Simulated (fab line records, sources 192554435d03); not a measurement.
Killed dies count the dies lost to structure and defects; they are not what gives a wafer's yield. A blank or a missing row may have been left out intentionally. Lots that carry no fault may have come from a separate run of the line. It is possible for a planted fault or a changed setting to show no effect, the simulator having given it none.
A struck lot beside a sound one    flow n5 finfet    13 steps out of a route of 1938
Sound: the wafers L484.1, L484.3, L484.5. Struck: wafers L477.3, L477.4, L477.6. At the end, the cause is stated.
Each step with rows lists, per side, the tool, then ch with its chambers, then its first start. Under that, the readings that differ: sound wafers    struck wafers    difference of the means    sigmas: that difference in standard deviations of wafers without a fault.
alike: readings whose means differ by less than 2 such deviations, and words and numbers that are the same on both sides. not compared: withheld readings, readings that some wafer has no value for, bounds like >300 that may hide the same value, and numbers for which the record gives no deviation and whose values overlap.
Wherever a step has rows on one side only, a row that says differs or no value, or a row with sigmas, the two part there. Non-overlapping numbers with no deviation appear without sigmas and do not part them. A reading missing from all wafers of one side parts the sides only when that side holds two or more wafers.

first, 1 step without rows for these wafers: N5_GATE_CUT_SRD_32 (time 30 s).
N5_GATE_CUT_SAC_CAP_01: material SiNx, target thk 24 nm, pulse time 1 s, ald cycles 480.
  sound on ald sin-04 ch 0,1,2, day 7 09:59; struck on ald sin-02 ch 1,3, day 5 12:19
  alike: heater power w, precursor pulse height rel
N5_GATE_CUT_PECVD_57: deposits SiNx from SiH4/NH3/N2, target thk 21 nm.
  sound on pecvd-04 ch 0,2, day 7 12:11; struck on pecvd-02 ch 0,1,2, day 5 14:30
  alike: heater power w, showerhead plenum p Torr, throttle valve pct
N5_GATE_CUT_CMP_02: polishes, stops on SiO2, t overpolish 12.7 s, target thk 0 nm.
  sound on cmp-04 ch 0,2,3, day 7 12:20; struck on cmp-03 ch 0,3, day 5 14:35
  alike: motor current A, overpolish run s, slurry flow ml min, time to endpoint s
N5_GATE_CUT_HM_DEP_46: deposits SiO2 from TEOS/O2, target thk 130 nm, time 26.6 s.
  sound on pecvd-04 ch 0,2, day 7 12:35; struck on pecvd-03 ch 1,2, day 5 14:55
  alike: heater power w, showerhead plenum p Torr, throttle valve pct
then, 6 steps without rows for these wafers: N5_GATE_CUT_COAT_34 (time 60 s, resist thk 60 nm); N5_GATE_CUT_COAT_35 (time 60 s, resist thk 10 nm); N5_GATE_CUT_COAT_27 (time 60 s, resist thk 10 nm); N5_GATE_CUT_COAT_07 (resist thk 30 nm); N5_GATE_CUT_EBR_09; N5_GATE_CUT_SOFTBAKE_08 (time 60 s).
N5_GATE_CUT_EXPOSE_10: exposes mask GATE CUT, target cd 20 nm.
  struck on euv scanner-02, day 5 15:15; sound on euv scanner-01 ch 0, day 7 12:53
  no value came back on the struck wafers for exposure dose mJ cm2, focus offset nm (nm), sigma outer; on the sound wafers exposure dose mJ cm2 reads 43.11 43.16 43.11
  alike: mask
then, 1 step without rows for these wafers: N5_GATE_CUT_PEB_11 (peb time 60 s).

== WHERE THEY PART ==
N5_GATE_CUT_EXPOSE_10 only, going by this record.

WHY: what the simulator had put in
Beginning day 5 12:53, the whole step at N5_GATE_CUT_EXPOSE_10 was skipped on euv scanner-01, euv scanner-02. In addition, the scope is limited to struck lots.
